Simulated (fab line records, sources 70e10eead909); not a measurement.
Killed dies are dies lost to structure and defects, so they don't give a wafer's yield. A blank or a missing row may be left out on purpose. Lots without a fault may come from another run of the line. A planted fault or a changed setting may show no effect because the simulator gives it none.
Chamber matching | flow nand_harc | NHARC_A_SGD_CUT_CMP_21 on cmp-02: 4 sister chambers
The step polishes, target thk 148.19 nm. 18 wafers are shown with their chamber, then 9 later ones without.

WAFERS WITH THEIR CHAMBER
wafer  | chamber | motor_current_A (A) | time_to_endpoint_s (s) | slurry_filter_dp_kPa (kPa)
L075.1 | 0       | 12.1                | 47                     | 13.36
L075.2 | 2       | 12.1                | 49                     | 13.73
L075.5 | 2       | 12.0                | 50                     | 13.48
L078.2 | 2       | 11.7                | 51                     | 13.46
L078.4 | 0       | 11.7                | 47                     | 13.37
L078.5 | 2       | 12.1                | 46                     | 13.37
L080.4 | 2       | 11.8                | 49                     | 13.27
L080.5 | 1       | 12.8                | 50                     | 13.34
L080.6 | 0       | 11.9                | 47                     | 13.34
L081.1 | 0       | 11.1                | 49                     | 13.37
L081.2 | 2       | 11.9                | 49                     | 13.33
L081.3 | 3       | 13.0                | 43                     | 13.52
L083.3 | 3       | 11.9                | 41                     | 13.40
L083.5 | 1       | 13.2                | 47                     | 13.46
L083.6 | 0       | 11.3                | 45                     | 13.60
L089.2 | 3       | 12.3                | 45                     | 13.49
L089.3 | 2       | 11.9                | 47                     | 13.60
L089.6 | 2       | 11.7                | 52                     | 13.64

SIGNATURES (means of the wafers above)
reading              | chamber 0 | chamber 1 | chamber 2 | chamber 3 | scatter within a chamber
motor_current_A      | 11.620    | 13.000    | 11.900    | 12.400    | 0.335
time_to_endpoint_s   | 47.00     | 48.50     | 49.12     | 43.00     | 1.84
slurry_filter_dp_kPa | 13.4080   | 13.4000   | 13.4850   | 13.4700   | 0.132
Rule: a wafer's distance from a chamber is the root of the sum, over the readings, of the square of ((its reading less the chamber's mean) divided by the reading's scatter). The wafer belongs to the nearest chamber; if the next one is less than 2 further off, it can't be placed. The scatter: the root of (the sum of the squares of (reading less its chamber's mean) over the shown wafers, divided by (wafers less chambers)).

WAFERS WITHOUT THEIR CHAMBER
wafer  | motor_current_A (A) | time_to_endpoint_s (s) | slurry_filter_dp_kPa (kPa)
L090.3 | 12.0                | 45                     | 13.25
L090.5 | 13.3                | 49                     | 13.39
L090.6 | 11.9                | 53                     | 13.54
L093.1 | 12.7                | 52                     | 13.46
L093.4 | 12.9                | 42                     | 13.34
L093.5 | 13.1                | 53                     | 13.45
L096.1 | 13.4                | 54                     | 13.69
L096.4 | 12.0                | 49                     | 13.58
L096.5 | 14.1                | 53                     | 13.47

WHICH CHAMBER EACH WENT THROUGH
wafer  | from the rows above               | in truth
L090.3 | can't be placed: 0 or 3 or 2 or 1 | 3
L090.5 | 1                                 | 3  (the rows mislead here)
L090.6 | can't be placed: 2 or 0           | 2
L093.1 | can't be placed: 1 or 2           | 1
L093.4 | can't be placed: 3 or 1           | 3
L093.5 | can't be placed: 1 or 2           | 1
L096.1 | can't be placed: 1 or 2           | 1
L096.4 | can't be placed: 2 or 0           | 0
L096.5 | 1                                 | 1
Placed correctly: 1 of 9. Can't be placed from these rows: 7 (the true chamber is among the candidates in 7). Placed wrongly: 1.
